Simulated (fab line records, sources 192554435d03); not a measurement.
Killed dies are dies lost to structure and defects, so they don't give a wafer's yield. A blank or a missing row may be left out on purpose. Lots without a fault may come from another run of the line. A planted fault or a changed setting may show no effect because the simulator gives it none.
fab line records | flow n5_finfet
record lots=24 wafers=72 last_day=17
route steps=1938 shown BEOL_M7@1307 BEOL_M8@1346
lots that met no fault: from a run of the same line without faults
start_h: hours from the record's first day to the start of the lot's first wafer shown | wait_h: hours since the lot's step before | " the same as in the row above | L1.1+2: a row that stands for several wafers | - no value, or no start given | * or withheld: withheld | < > ~ a bound
route shown NAME@n: a module of which the file shows steps, and the number in the route of the first | usual: mean/standard deviation of fault-free wafers | same: alike in all rows | chamber/n: place in a boat | sites: the reading at each site | _std_site: their standard deviation | _edge_site: outer sites' mean less inner sites' | radius_mm: how far each site lies from the wafer's centre | mask NAME#n: copy n | behind: the tool/chamber that last shaped the wafer | hold: why the lot was held/for how many hours/how that ended | device: the transistor (n, p or np) that didn't switch | end of line: the same wafers' tests at the end of the route | a step without rows: its recipe alone | killed: dies lost to structure and defects at the first sort, not the wafer's yield | map: a wafer's dies, x killed, . not, _ none there
set.NAME: the setting as run; set.NAME@STEP: as run at that earlier step | model.NAME: the simulator's own value behind a step, which no gauge read
steps of the route over a sample of lots; a table a step, a row a wafer
services: from which hour (start_h, from the record's first day; less than 0 if before it) a tool's chamber was out of use, for how many hours, and why
## steps
# step N5_BEOL_M7_STRIP_36
# recipe chemistry=N2/H2 power_w=450 temp_c=40 pressure_mtorr=20 rf_frequency_hz=6e+07 overash_fraction=0.3 bias_power_w=7 h2_frac=0.5 n2_flow_sccm=200 h2_flow_sccm=200
# usual drypump_motor_current_A=5.8/0.46 n2_flow_sccm=200.1/0.56 oes_product_au=0.81/0.081 rf_vpp_V=59.1/1.6 showerhead_plenum_p_Torr=2.52/0.076 throttle_valve_pct=23.60/0.29
# same overash_fraction=0.3
# columns lot.wafer tool chamber start_h wait_h drypump_motor_current_A n2_flow_sccm oes_product_au rf_hours_counter_h rf_vpp_V showerhead_plenum_p_Torr throttle_valve_pct
L074.1 rie_diel-05 0 191.15 0.0 6.4 200.4 0.78 104 59.1 2.47 24.00
L074.3 " 2 " " 5.7 200.9 0.86 49 59.7 2.58 23.41
L074.6 " 2 " " 5.8 200.2 0.85 - 58.4 2.58 23.42
L075.1 rie_diel-05 2 209.03 0.0 5.7 199.8 0.85 54 58.3 2.58 23.44
L075.4 " 3 " " 5.5 199.6 0.96 19 59.4 2.62 23.99
L075.5 " 2 " " 5.7 199.7 0.86 - 59.4 2.58 23.43
L077.2 rie_diel-05 0 212.71 0.0 6.4 199.4 0.77 110 57.6 2.47 24.02
L077.3 " 1 " " 5.4 199.9 0.81 63 59.8 2.56 23.18
L077.6 " 1 " " 5.5 199.3 0.81 - 59.1 2.56 23.19
L076.4 rie_diel-03 2 214.75 0.0 5.2 200.1 0.71 210 58.2 2.50 24.04
L076.5 " 1 " " 4.7 199.8 0.91 - 62.1 2.49 23.87
L076.6 " 0 " " 6.6 200.6 0.69 - 57.2 2.48 23.59
L078.1 rie_diel-01 1 216.21 0.0 5.7 200.4 0.65 244 57.4 2.38 23.68
L078.5 " 2 " " 5.7 200.7 0.86 - 56.9 2.46 23.33
L078.6 " 3 " " 6.3 201.0 0.74 - 57.6 2.44 23.56
L081.2 rie_diel-03 1 224.91 0.0 4.7 200.0 0.90 43 62.2 2.49 23.87
L081.3 " 3 " " 6.4 200.4 0.87 37 57.8 2.50 23.71
L081.6 " 1 " " 4.7 199.8 0.90 - 57.8 2.49 23.90
L079.1 rie_diel-05 2 225.70 0.0 5.7 200.3 0.84 60 61.1 2.57 23.44
L079.4 " 0 " " 6.4 200.4 0.77 - 56.8 2.46 24.06
L079.5 " 2 " " 5.7 199.4 0.85 - 59.0 2.57 23.42
L080.3 rie_diel-01 0 236.72 0.0 6.0 200.2 0.73 173 60.1 2.52 23.66
L080.4 " 3 " " 6.3 199.2 0.75 - 58.0 2.44 23.57
L080.5 " 2 " " 5.6 199.3 0.86 - 58.2 2.46 23.33
L082.3 rie_diel-01 0 237.27 0.0 6.0 199.0 0.72 173 58.8 2.51 23.65
L082.5 " 0 " " 6.0 200.5 0.73 - 57.8 2.52 23.64
L082.6 " 2 " " 5.7 200.4 0.86 - 59.1 2.46 23.33
L083.2 rie_diel-03 1 245.30 0.0 4.7 200.9 0.87 50 60.9 2.49 23.88
L083.3 " 3 " " 6.4 200.1 0.87 45 60.5 2.50 23.71
L083.5 " 2 " " 5.2 200.7 0.71 - 60.3 2.50 24.04
L085.1 rie_diel-05 2 266.29 0.0 5.7 198.8 0.84 73 59.5 2.57 23.46
L085.4 " 3 " " 5.4 200.3 0.91 38 60.9 2.62 24.03
L085.5 " 2 " " 5.7 199.2 0.83 - 58.2 2.57 23.44
L084.2 rie_diel-01 0 266.40 0.0 6.0 199.9 0.71 183 58.4 2.51 23.68
L084.3 " 2 " " 5.6 199.8 0.83 65 56.7 2.45 23.34
L084.5 " 0 " " 6.0 199.3 0.71 - 59.0 2.51 23.67
L088.4 rie_diel-03 3 266.57 0.0 6.4 200.4 0.86 51 57.2 2.49 23.73
L088.5 " 2 " " 5.2 200.7 0.71 - 59.7 2.50 24.08
L088.6 " 1 " " 4.7 200.4 0.86 - 59.7 2.49 23.89
L086.2 rie_diel-03 0 269.41 0.0 6.6 200.7 0.95 11 60.7 2.48 23.18
L086.3 " 3 " " 6.4 199.7 0.86 52 58.1 2.49 23.72
L086.6 " 2 " " 5.2 199.6 0.71 - 57.3 2.50 24.05
L087.1 rie_diel-05 3 289.31 0.0 5.5 200.3 0.89 45 58.9 2.61 24.06
L087.5 " 2 " " 5.8 199.9 0.83 - 58.3 2.57 23.49
L087.6 " 3 " " 5.5 199.3 0.90 - 57.7 2.61 24.06
L089.1 rie_diel-01 0 293.22 0.0 6.0 200.1 0.70 192 59.7 2.51 23.66
L089.3 " 1 " " 5.7 199.6 0.93 13 60.5 2.69 23.27
L089.5 " 0 " " 6.0 199.8 0.71 - 57.8 2.51 23.68
L090.4 rie_diel-01 3 297.05 0.0 6.4 201.0 0.72 158 60.4 2.44 23.56
L090.5 " 2 " " 5.6 200.2 0.82 - 60.6 2.45 23.38
L090.6 " 1 " " 5.7 199.6 0.92 - 57.9 2.69 23.27
L092.1 rie_diel-01 1 300.10 0.0 5.7 200.8 0.93 16 59.2 2.69 23.30
L092.2 " 2 " " 5.6 200.4 0.83 76 57.9 2.45 23.39
L092.3 " 3 " " 6.3 201.3 0.73 159 60.0 2.44 23.56
L091.2 rie_diel-05 2 300.14 0.0 5.7 199.3 0.83 83 62.9 2.56 23.46
L091.4 " 0 " " 6.4 200.6 0.75 140 57.1 2.45 24.06
L091.6 " 2 " " 5.7 199.8 0.81 - 57.8 2.56 23.44
L093.2 rie_diel-01 0 300.50 0.0 6.1 199.7 0.71 195 58.6 2.51 23.71
L093.4 " 2 " " 5.6 200.3 0.82 76 58.2 2.45 23.36
L093.5 " 2 " " 5.6 200.4 0.82 - 59.8 2.45 23.34
L094.1 rie_diel-01 3 323.69 0.0 6.3 200.2 0.72 167 60.6 2.43 23.61
L094.4 " 1 " " 5.7 199.8 0.91 22 62.1 2.69 23.31
L094.5 " 3 " " 6.3 199.7 0.73 - 59.1 2.43 23.63
L097.3 rie_diel-01 2 327.18 0.0 5.6 201.0 0.81 83 60.1 2.45 23.37
L097.4 " 3 " " 6.3 199.9 0.72 168 57.6 2.43 23.59
L097.5 " 1 " " 5.7 200.0 0.92 - 61.5 2.69 23.28
L096.2 rie_diel-05 2 327.25 0.0 5.7 200.4 0.81 91 60.7 2.56 23.48
L096.4 " 2 " " 5.8 200.6 0.81 - 61.8 2.56 23.46
L096.5 " 1 " " 5.5 200.4 0.77 - 55.7 2.54 23.24
L095.2 rie_diel-01 1 327.58 0.0 5.7 201.0 0.92 23 60.7 2.69 23.29
L095.5 " 2 " " 5.6 200.2 0.81 - 60.0 2.45 23.36
L095.6 " 3 " " 6.3 199.7 0.72 - 58.2 2.43 23.61
# step N5_BEOL_M7_STRIP_80
# recipe chemistry=N2/H2 time_s=10 power_w=450 temp_c=40 pressure_mtorr=20 rf_frequency_hz=6e+07 bias_power_w=7 n2_flow_sccm=200 h2_flow_sccm=200
# usual drypump_motor_current_A=5.8/0.46 n2_flow_sccm=199.9/0.59 oes_product_au=0.81/0.081 rf_vpp_V=59.2/0.82 showerhead_plenum_p_Torr=2.52/0.076 throttle_valve_pct=23.60/0.29
# columns lot.wafer tool chamber start_h wait_h drypump_motor_current_A n2_flow_sccm oes_product_au rf_hours_counter_h rf_vpp_V showerhead_plenum_p_Torr throttle_valve_pct
L074.1 rie_diel-05 0 - - 6.4 199.8 0.78 104 60.9 2.47 24.03
L074.3 " 2 " " 5.7 200.5 0.86 49 58.4 2.58 23.44
L074.6 " 2 " " 5.7 199.6 0.86 - 59.5 2.58 23.43
L075.1 rie_diel-05 2 - - 5.8 199.6 0.85 54 60.0 2.58 23.42
L075.4 " 3 " " 5.5 199.9 0.94 19 60.1 2.63 24.00
L075.5 " 2 " " 5.7 199.9 0.86 - 58.2 2.58 23.42
L077.2 rie_diel-05 0 - - 6.4 200.4 0.77 110 58.4 2.47 24.04
L077.3 " 1 " " 5.4 200.4 0.81 63 59.4 2.56 23.19
L077.6 " 1 " " 5.4 200.5 0.81 - 60.7 2.56 23.20
L076.4 rie_diel-03 2 - - 5.2 200.4 0.71 210 58.5 2.50 24.04
L076.5 " 1 " " 4.7 200.5 0.90 - 57.7 2.49 23.88
L076.6 " 0 " " 6.5 200.5 0.68 - 59.5 2.48 23.57
L078.1 rie_diel-01 1 - - 5.7 200.5 0.65 244 58.7 2.38 23.66
L078.5 " 2 " " 5.6 200.4 0.86 - 58.9 2.46 23.32
L078.6 " 3 " " 6.4 199.4 0.74 - 58.5 2.44 23.56
L081.2 rie_diel-03 1 - - 4.7 200.3 0.88 43 58.8 2.49 23.87
L081.3 " 3 " " 6.4 199.5 0.87 38 58.4 2.50 23.70
L081.6 " 1 " " 4.7 200.6 0.88 - 58.5 2.49 23.89
L079.1 rie_diel-05 2 - - 5.7 200.0 0.84 60 59.8 2.57 23.45
L079.4 " 0 " " 6.4 199.9 0.76 - 59.0 2.46 24.05
L079.5 " 2 " " 5.8 199.2 0.85 - 59.4 2.57 23.42
L080.3 rie_diel-01 0 - - 6.0 200.8 0.74 173 59.5 2.51 23.65
L080.4 " 3 " " 6.3 200.8 0.74 - 59.3 2.44 23.57
L080.5 " 2 " " 5.6 199.3 0.87 - 59.0 2.46 23.34
L082.3 rie_diel-01 0 - - 6.0 199.7 0.72 173 58.9 2.51 23.65
L082.5 " 0 " " 6.0 199.8 0.72 - 59.4 2.51 23.65
L082.6 " 2 " " 5.6 200.1 0.86 - 58.8 2.46 23.34
L083.2 rie_diel-03 1 - - 4.7 199.7 0.88 50 60.5 2.49 23.89
L083.3 " 3 " " 6.4 199.2 0.87 45 58.3 2.50 23.72
L083.5 " 2 " " 5.2 200.7 0.71 - 59.2 2.50 24.06
L085.1 rie_diel-05 2 - - 5.7 198.8 0.84 73 58.9 2.57 23.45
L085.4 " 3 " " 5.5 200.3 0.92 38 59.1 2.62 24.02
L085.5 " 2 " " 5.7 199.6 0.84 - 58.6 2.57 23.43
L084.2 rie_diel-01 0 - - 6.0 199.6 0.71 183 59.1 2.51 23.67
L084.3 " 2 " " 5.6 200.6 0.84 65 60.0 2.45 23.35
L084.5 " 0 " " 6.0 199.5 0.71 - 58.7 2.51 23.68
L088.4 rie_diel-03 3 - - 6.4 200.7 0.86 51 58.8 2.49 23.72
L088.5 " 2 " " 5.2 200.4 0.70 - 61.0 2.50 24.07
L088.6 " 1 " " 4.7 200.7 0.88 - 59.2 2.49 23.90
L086.2 rie_diel-03 0 - - 6.6 199.2 0.94 11 59.0 2.48 23.19
L086.3 " 3 " " 6.4 200.9 0.87 52 60.6 2.49 23.73
L086.6 " 2 " " 5.2 199.9 0.70 - 57.4 2.50 24.07
L087.1 rie_diel-05 3 - - 5.5 199.7 0.91 45 60.6 2.61 24.03
L087.5 " 2 " " 5.8 199.5 0.82 - 60.4 2.56 23.44
L087.6 " 3 " " 5.5 200.4 0.90 - 59.7 2.61 24.05
L089.1 rie_diel-01 0 - - 6.0 199.5 0.71 192 60.4 2.51 23.69
L089.3 " 1 " " 5.7 199.6 0.93 13 60.5 2.69 23.28
L089.5 " 0 " " 6.0 199.4 0.71 - 59.2 2.51 23.69
L090.4 rie_diel-01 3 - - 6.3 200.0 0.73 159 59.3 2.43 23.58
L090.5 " 2 " " 5.7 200.5 0.82 - 59.4 2.45 23.38
L090.6 " 1 " " 5.7 199.9 0.93 - 60.1 2.69 23.26
L092.1 rie_diel-01 1 - - 5.7 199.1 0.93 16 60.0 2.69 23.29
L092.2 " 2 " " 5.6 200.9 0.83 76 59.4 2.45 23.35
L092.3 " 3 " " 6.3 199.2 0.73 159 57.7 2.43 23.61
L091.2 rie_diel-05 2 - - 5.7 198.9 0.82 83 59.4 2.56 23.45
L091.4 " 0 " " 6.4 199.4 0.76 140 58.4 2.45 24.07
L091.6 " 2 " " 5.7 199.7 0.82 - 58.9 2.56 23.46
L093.2 rie_diel-01 0 - - 6.0 201.0 0.71 195 58.3 2.51 23.69
L093.4 " 2 " " 5.6 199.1 0.82 76 59.2 2.45 23.37
L093.5 " 2 " " 5.6 199.8 0.83 - 58.7 2.45 23.35
L094.1 rie_diel-01 3 - - 6.3 199.6 0.73 167 57.4 2.43 23.59
L094.4 " 1 " " 5.7 200.0 0.91 22 59.6 2.69 23.29
L094.5 " 3 " " 6.3 200.3 0.72 - 58.7 2.43 23.60
L097.3 rie_diel-01 2 - - 5.6 199.7 0.82 83 58.8 2.45 23.37
L097.4 " 3 " " 6.3 200.0 0.73 168 59.7 2.43 23.60
L097.5 " 1 " " 5.7 200.4 0.90 - 59.2 2.69 23.30
L096.2 rie_diel-05 2 - - 5.7 200.3 0.80 91 59.6 2.56 23.48
L096.4 " 2 " " 5.7 201.1 0.82 - 58.8 2.56 23.45
L096.5 " 1 " " 5.4 199.1 0.77 - 58.9 2.54 23.25
L095.2 rie_diel-01 1 - - 5.7 200.8 0.91 23 60.6 2.69 23.29
L095.5 " 2 " " 5.6 199.6 0.82 - 59.2 2.45 23.37
L095.6 " 3 " " 6.3 199.9 0.71 - 59.7 2.43 23.61
# step N5_BEOL_M7_CD_MEAS_35
# recipe target_cd_nm=40 polarity=opening
# usual cd_nm=39.8/0.67
# columns lot.wafer tool chamber start_h wait_h cd_nm
L074.1 cd_sem-02 - 191.50 0.0 39.8
L074.3 " - " " 39.7
L074.6 " - " " 40.1
L075.1 cd_sem-03 - 209.38 0.0 39.5
L075.4 " - " " 40.3
L075.5 " - " " 39.7
L077.2 cd_sem-03 - 213.06 0.0 40.1
L077.3 " - " " 39.5
L077.6 " - " " 40.7
L076.4 cd_sem-03 - 215.21 0.0 40.3
L076.5 " - " " 39.5
L076.6 " - " " 40.2
L078.1 cd_sem-01 - 216.56 0.0 39.2
L078.5 " - " " 39.6
L078.6 " - " " 39.9
L081.2 cd_sem-03 - 225.26 0.0 38.7
L081.3 " - " " 40.0
L081.6 " - " " 40.0
L079.1 cd_sem-01 - 226.05 0.0 39.7
L079.4 " - " " 38.9
L079.5 " - " " 39.7
L080.3 cd_sem-02 - 237.07 0.0 39.7
L080.4 " - " " 40.1
L080.5 " - " " 39.6
L082.3 cd_sem-03 - 237.63 0.0 40.7
L082.5 " - " " 39.8
L082.6 " - " " 39.6
L083.2 cd_sem-03 - 245.66 0.0 39.1
L083.3 " - " " 38.7
L083.5 " - " " 39.5
L085.1 cd_sem-02 - 266.64 0.0 40.4
L085.4 " - " " 39.3
L085.5 " - " " 39.4
L084.2 cd_sem-03 - 266.76 0.0 39.0
L084.3 " - " " 37.8
L084.5 " - " " 38.9
L088.4 cd_sem-02 - 266.93 0.0 39.0
L088.5 " - " " 38.8
L088.6 " - " " 40.1
L086.2 cd_sem-03 - 269.77 0.0 40.4
L086.3 " - " " 39.5
L086.6 " - " " 40.6
L087.1 cd_sem-01 - 289.66 0.0 39.0
L087.5 " - " " 38.7
L087.6 " - " " 39.4
L089.1 cd_sem-03 - 293.57 0.0 39.2
L089.3 " - " " 38.9
L089.5 " - " " 38.3
L090.4 cd_sem-01 - 297.40 0.0 39.6
L090.5 " - " " 38.9
L090.6 " - " " 40.1
L092.1 cd_sem-03 - 300.45 0.0 40.6
L092.2 " - " " 41.0
L092.3 " - " " 40.8
L091.2 cd_sem-02 - 300.50 0.0 40.4
L091.4 " - " " 40.2
L091.6 " - " " 40.7
L093.2 cd_sem-03 - 300.85 0.0 40.1
L093.4 " - " " 40.2
L093.5 " - " " 39.9
L094.1 cd_sem-02 - 324.04 0.0 39.4
L094.4 " - " " 39.6
L094.5 " - " " 39.5
L097.3 cd_sem-03 - 327.54 0.0 39.6
L097.4 " - " " 40.2
L097.5 " - " " 40.2
L096.2 cd_sem-02 - 327.60 0.0 39.6
L096.4 " - " " 39.2
L096.5 " - " " 39.1
L095.2 cd_sem-01 - 327.94 0.0 38.9
L095.5 " - " " 39.5
L095.6 " - " " 40.5
# step N5_BEOL_M8_OVL_MEAS_12
# recipe points_per_wafer=44
# usual M8_OVL=0.1/0.81
# columns lot.wafer tool chamber start_h wait_h M8_OVL[nm]
L074.1 overlay-01 0 201.17 0.0 -0.8
L074.3 " 0 " " -1.2
L074.6 " 0 " " -1.2
L075.1 overlay-02 0 214.18 0.0 0.9
L075.4 " 0 " " -0.6
L075.5 " 0 " " 0.1
L077.2 overlay-02 0 217.50 0.0 0.0
L077.3 " 0 " " -0.5
L077.6 " 0 " " -0.6
L076.4 overlay-02 0 220.42 0.0 0.2
L076.5 " 0 " " 0.7
L076.6 " 0 " " 0.6
L078.1 overlay-02 0 220.93 0.0 -0.4
L078.5 " 0 " " -0.4
L078.6 " 0 " " -0.2
L081.2 overlay-01 0 229.43 0.0 -0.2
L081.3 " 0 " " 0.3
L081.6 " 0 " " -0.9
L079.1 overlay-02 0 230.33 0.0 1.3
L079.4 " 0 " " 1.6
L079.5 " 0 " " 0.0
L080.3 overlay-02 0 241.79 0.0 -1.0
L080.4 " 0 " " -0.8
L080.5 " 0 " " -0.9
L082.3 overlay-02 0 242.21 0.0 -0.8
L082.5 " 0 " " -0.4
L082.6 " 0 " " 0.6
L083.2 overlay-02 0 253.35 0.0 0.1
L083.3 " 0 " " 1.1
L083.5 " 0 " " 0.4
L088.4 overlay-01 0 275.73 0.0 -0.6
L088.5 " 0 " " 0.3
L088.6 " 0 " " 0.0
L084.2 overlay-02 0 275.77 0.0 0.0
L084.3 " 0 " " 0.0
L084.5 " 0 " " 0.4
L085.1 overlay-02 0 275.94 0.0 -0.5
L085.4 " 0 " " 1.0
L085.5 " 0 " " 0.5
L086.2 overlay-01 0 276.20 0.0 -0.7
L086.3 " 0 " " 0.0
L086.6 " 0 " " -0.7
L087.1 overlay-02 0 294.27 0.0 -0.2
L087.5 " 0 " " -0.7
L087.6 " 0 " " -0.3
L089.1 overlay-02 0 298.04 0.0 0.6
L089.3 " 0 " " 0.1
L089.5 " 0 " " 1.1
L090.4 overlay-01 0 302.36 0.0 0.7
L090.5 " 0 " " 0.5
L090.6 " 0 " " 0.0
L092.1 overlay-02 0 304.96 0.0 -1.1
L092.2 " 0 " " -1.1
L092.3 " 0 " " -0.5
L091.2 overlay-02 0 305.13 0.0 0.4
L091.4 " 0 " " 0.3
L091.6 " 0 " " 0.9
L093.2 overlay-01 0 307.94 0.0 0.5
L093.4 " 0 " " 1.0
L093.5 " 0 " " 1.8
L094.1 overlay-01 0 329.16 0.0 1.0
L094.4 " 0 " " 0.2
L094.5 " 0 " " 0.4
L097.3 overlay-01 0 333.37 0.0 0.0
L097.4 " 0 " " 0.9
L097.5 " 0 " " -0.9
L096.2 overlay-01 0 334.68 0.0 0.9
L096.4 " 0 " " 1.4
L096.5 " 0 " " -0.2
L095.2 overlay-01 0 335.51 0.0 1.5
L095.5 " 0 " " 0.2
L095.6 " 0 " " 1.2
# step N5_BEOL_M8_INSPECT_30
# recipe mode=adi inspect_instrument=brightfield
# usual raw_defect_count=422/100
# columns lot.wafer tool chamber start_h wait_h raw_defect_count
L074.1 defect_inspect-02 - 202.20 0.1 381
L074.3 " - " " 411
L074.6 " - " " 389
L075.1 defect_inspect-02 - 216.05 0.1 372
L075.4 " - " " 421
L075.5 " - " " 348
L077.2 defect_inspect-01 - 218.95 0.0 440
L077.3 " - " " 384
L077.6 " - " " 442
L076.4 defect_inspect-02 - 224.51 0.0 381
L076.5 " - " " 350
L076.6 " - " " 330
L078.1 defect_inspect-02 - 224.68 0.1 439
L078.5 " - " " 542
L078.6 " - " " 636
L081.2 defect_inspect-02 - 230.69 0.0 349
L081.3 " - " " 362
L081.6 " - " " 347
L079.1 defect_inspect-01 - 231.56 0.1 374
L079.4 " - " " 419
L079.5 " - " " 354
L080.3 defect_inspect-01 - 244.58 0.0 428
L080.4 " - " " 362
L080.5 " - " " 356
L082.3 defect_inspect-01 - 245.14 0.0 345
L082.5 " - " " 228
L082.6 " - " " 278
L083.2 defect_inspect-02 - 256.27 0.0 463
L083.3 " - " " 290
L083.5 " - " " 400
L084.2 defect_inspect-01 - 279.96 0.0 433
L084.3 " - " " 415
L084.5 " - " " 405
L088.4 defect_inspect-02 - 280.00 0.0 431
L088.5 " - " " 272
L088.6 " - " " 393
L085.1 defect_inspect-01 - 280.44 0.1 542
L085.4 " - " " 387
L085.5 " - " " 534
L086.2 defect_inspect-01 - 285.67 0.0 563
L086.3 " - " " 389
L086.6 " - " " 466
L087.1 defect_inspect-01 - 295.46 0.1 405
L087.5 " - " " 398
L087.6 " - " " 348
L089.1 defect_inspect-02 - 299.92 0.1 417
L089.3 " - " " 357
L089.5 " - " " 424
L090.4 defect_inspect-01 - 303.49 0.0 382
L090.5 " - " " 598
L090.6 " - " " 804
L092.1 defect_inspect-02 - 306.50 0.1 319
L092.2 " - " " 251
L092.3 " - " " 382
L091.2 defect_inspect-01 - 306.55 0.0 454
L091.4 " - " " 485
L091.6 " - " " 366
L093.2 defect_inspect-01 - 313.27 0.0 407
L093.4 " - " " 429
L093.5 " - " " 363
L094.1 defect_inspect-01 - 330.42 0.1 616
L094.4 " - " " 522
L094.5 " - " " 720
L097.3 defect_inspect-01 - 334.40 0.0 389
L097.4 " - " " 329
L097.5 " - " " 354
L096.2 defect_inspect-01 - 337.10 0.0 472
L096.4 " - " " 377
L096.5 " - " " 420
L095.2 defect_inspect-02 - 337.27 0.0 402
L095.5 " - " " 422
L095.6 " - " " 380
# step N5_BEOL_M8_CD_MEAS_35
# recipe target_cd_nm=40 polarity=opening
# usual cd_nm=39.8/0.98
# columns lot.wafer tool chamber start_h wait_h cd_nm
L074.1 cd_sem-01 - 202.82 0.0 39.9
L074.3 " - " " 40.4
L074.6 " - " " 39.5
L075.1 cd_sem-03 - 216.88 0.0 40.6
L075.4 " - " " 40.1
L075.5 " - " " 40.6
L077.2 cd_sem-01 - 219.67 0.0 42.1
L077.3 " - " " 40.5
L077.6 " - " " 39.9
L076.4 cd_sem-03 - 225.13 0.0 41.3
L076.5 " - " " 40.2
L076.6 " - " " 40.0
L078.1 cd_sem-03 - 225.30 0.0 39.0
L078.5 " - " " 39.4
L078.6 " - " " 38.9
L081.2 cd_sem-03 - 231.67 0.0 39.0
L081.3 " - " " 39.5
L081.6 " - " " 39.6
L079.1 cd_sem-03 - 232.19 0.0 38.5
L079.4 " - " " 39.3
L079.5 " - " " 38.5
L080.3 cd_sem-02 - 245.35 0.0 39.2
L080.4 " - " " 40.8
L080.5 " - " " 39.9
L082.3 cd_sem-03 - 245.76 0.0 40.3
L082.5 " - " " 41.2
L082.6 " - " " 39.4
L083.2 cd_sem-03 - 257.00 0.0 38.5
L083.3 " - " " 39.6
L083.5 " - " " 38.8
L084.2 cd_sem-03 - 280.57 0.0 40.3
L084.3 " - " " 39.9
L084.5 " - " " 41.0
L088.4 cd_sem-01 - 280.63 0.0 38.6
L088.5 " - " " 39.3
L088.6 " - " " 39.7
L085.1 cd_sem-01 - 281.11 0.0 39.3
L085.4 " - " " 39.7
L085.5 " - " " 39.4
L086.2 cd_sem-02 - 286.28 0.0 38.5
L086.3 " - " " 38.9
L086.6 " - " " 37.7
L087.1 cd_sem-02 - 296.07 0.0 39.1
L087.5 " - " " 39.5
L087.6 " - " " 39.0
L089.1 cd_sem-03 - 300.71 0.0 39.3
L089.3 " - " " 40.2
L089.5 " - " " 40.4
L090.4 cd_sem-01 - 304.11 0.0 38.6
L090.5 " - " " 39.5
L090.6 " - " " 39.5
L092.1 cd_sem-02 - 307.13 0.0 41.0
L092.2 " - " " 40.3
L092.3 " - " " 40.7
L091.2 cd_sem-01 - 307.16 0.0 41.9
L091.4 " - " " 41.3
L091.6 " - " " 41.3
L093.2 cd_sem-03 - 313.89 0.0 41.8
L093.4 " - " " 40.6
L093.5 " - " " 41.4
L094.1 cd_sem-01 - 331.49 0.0 40.8
L094.4 " - " " 41.0
L094.5 " - " " 41.2
L097.3 cd_sem-01 - 335.02 0.0 39.2
L097.4 " - " " 40.6
L097.5 " - " " 39.6
L096.2 cd_sem-01 - 337.73 0.0 39.7
L096.4 " - " " 38.6
L096.5 " - " " 38.9
L095.2 cd_sem-02 - 337.89 0.0 41.0
L095.5 " - " " 40.9
L095.6 " - " " 40.8
## services
# columns tool chamber start_h hours kind
rie_diel-03 0 214.92 - clean
rie_diel-03 0 214.92 - consumable_replace:focus_ring
rie_diel-03 0 214.92 18.6 scheduled_down
rie_diel-03 0 214.92 18.6 vent_cycle
rie_diel-05 3 215.50 3.4 repair
rie_diel-05 1 223.62 5.1 repair
rie_diel-01 1 235.70 - clean
rie_diel-01 1 235.70 - consumable_replace:focus_ring
rie_diel-01 1 235.70 - consumable_replace:showerhead
rie_diel-01 1 235.70 14.6 scheduled_down
rie_diel-01 1 235.70 14.6 vent_cycle
rie_diel-01 3 248.54 4.6 repair
rie_diel-03 - 271.79 0.6 repair
rie_diel-05 2 312.96 1.2 repair
rie_diel-05 0 325.26 13.9 repair
## key
fault none
